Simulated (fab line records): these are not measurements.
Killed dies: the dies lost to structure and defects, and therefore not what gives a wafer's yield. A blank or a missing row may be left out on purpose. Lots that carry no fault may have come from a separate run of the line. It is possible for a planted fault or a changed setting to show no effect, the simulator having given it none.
Matching of chambers | flow nand-harc | ald-metal-01 running NHARC_P_CONTACT_ALD_22: 4 sister chambers
The step deposits TiN, target thk 3 nm, pulse time 1 s, ald cycles 150. 4 wafers are shown with their chamber, then 10 later ones without.

== WAFERS WITH THEIR CHAMBER ==
wafer  | chamber | heater-power-w (W)
L089.1 | 2       | 1045
L088.2 | 3       | 1007
L088.4 | 0       | 938
L092.5 | 1       | 1279

== WAFERS WITHOUT THEIR CHAMBER ==
wafer  | heater-power-w (W)
L092.6 | 1045
L093.1 | 1074
L093.2 | 1006
L093.3 | 1252
L094.1 | 1033
L094.2 | 1084
L094.3 | 1255
L097.1 | 1017
L097.4 | 1026
L097.5 | 1246

== CHAMBER TAKEN BY EACH ==
wafer  | from the rows above     | in truth
L092.6 | can't be placed: 2 or 3 | 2
L093.1 | can't be placed: 2 or 3 | 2
L093.2 | can't be placed: 3 or 2 | 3
L093.3 | 1                       | 1
L094.1 | can't be placed: 2 or 3 | 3
L094.2 | can't be placed: 2 or 3 | 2
L094.3 | 1                       | 1
L097.1 | can't be placed: 3 or 2 | 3
L097.4 | can't be placed: 2 or 3 | 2
L097.5 | 1                       | 1
Correctly placed: 3 of 10. Unplaceable from these rows: 7, with the true chamber sitting among the candidates in 7. Placed wrongly: 0.
How it was worked out, from the rows above alone: a wafer's distance from a chamber is the root of the sum, over the readings, of the square of ((its reading less the chamber's mean) divided by the reading's scatter). If the next closest chamber is less than 2 further off than the closest, the wafer can't be placed; otherwise it belongs to the closest. The mean given for a chamber averages the wafers shown for that chamber. The scatter: with one shown wafer a chamber, the root of the mean of the squares of how far each hidden wafer lies from its nearest shown one.
